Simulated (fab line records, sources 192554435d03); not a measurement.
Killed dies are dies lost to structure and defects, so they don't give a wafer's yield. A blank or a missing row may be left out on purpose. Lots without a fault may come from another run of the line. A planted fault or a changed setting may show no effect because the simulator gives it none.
Chamber matching | flow n5_finfet | N5_FIN_SAQP_MANDREL_ETCH_22 on rie_si-03: 4 sister chambers
The step etches a-Si in HBr/Cl2, stops on SiNx, target depth 60 nm, bt time 10 s, time 30 s. 16 wafers are shown with their chamber, then 8 later ones without.

WAFERS WITH THEIR CHAMBER
wafer  | chamber | drypump_motor_current_A (A) | throttle_valve_pct (%) | oes_product_au (a.u.)
L074.2 | 1       | 4.8                         | 35.48                  | 0.756
L074.5 | 2       | 5.7                         | 35.64                  | 0.759
L074.6 | 3       | 6.3                         | 35.57                  | 0.738
L075.3 | 2       | 5.8                         | 35.66                  | 0.753
L075.4 | 0       | 4.7                         | 35.76                  | 0.779
L075.6 | 0       | 4.7                         | 35.75                  | 0.784
L078.1 | 2       | 5.7                         | 35.68                  | 0.749
L078.5 | 2       | 5.7                         | 35.65                  | 0.753
L078.6 | 1       | 4.8                         | 35.45                  | 0.766
L081.3 | 3       | 6.3                         | 35.58                  | 0.737
L081.4 | 2       | 5.8                         | 35.64                  | 0.758
L081.5 | 0       | 4.7                         | 35.77                  | 0.785
L093.1 | 0       | 4.7                         | 35.78                  | 0.774
L093.2 | 1       | 4.8                         | 35.50                  | 0.761
L093.6 | 2       | 5.7                         | 35.62                  | 0.757
L094.1 | 0       | 4.7                         | 35.79                  | 0.768

SIGNATURES (means of the wafers above)
reading                 | chamber 0 | chamber 1 | chamber 2 | chamber 3 | scatter within a chamber
drypump_motor_current_A | 4.700     | 4.800     | 5.733     | 6.300     | 0.0333
throttle_valve_pct      | 35.7700   | 35.4767   | 35.6483   | 35.5750   | 0.0191
oes_product_au          | 0.77800   | 0.76100   | 0.75483   | 0.73750   | 0.00521
Rule: a wafer's distance from a chamber is the root of the sum, over the readings, of the square of ((its reading less the chamber's mean) divided by the reading's scatter). The wafer belongs to the nearest chamber; if the next one is less than 2 further off, it can't be placed. The scatter: the root of (the sum of the squares of (reading less its chamber's mean) over the shown wafers, divided by (wafers less chambers)).

WAFERS WITHOUT THEIR CHAMBER
wafer  | drypump_motor_current_A (A) | throttle_valve_pct (%) | oes_product_au (a.u.)
L094.4 | 6.3                         | 35.55                  | 0.750
L094.5 | 4.7                         | 35.79                  | 0.785
L095.1 | 4.7                         | 35.78                  | 0.756
L095.2 | 5.7                         | 35.68                  | 0.749
L095.3 | 6.3                         | 35.58                  | 0.741
L095.4 | 4.8                         | 35.47                  | 0.766
L095.5 | 5.8                         | 35.67                  | 0.746
L095.6 | 6.3                         | 35.56                  | 0.753

WHICH CHAMBER EACH WENT THROUGH
wafer  | from the rows above | in truth
L094.4 | 3                   | 3
L094.5 | 0                   | 0
L095.1 | 0                   | 0
L095.2 | 2                   | 2
L095.3 | 3                   | 3
L095.4 | 1                   | 1
L095.5 | 2                   | 2
L095.6 | 3                   | 3
Placed correctly: 8 of 8. Can't be placed from these rows: 0. Placed wrongly: 0.
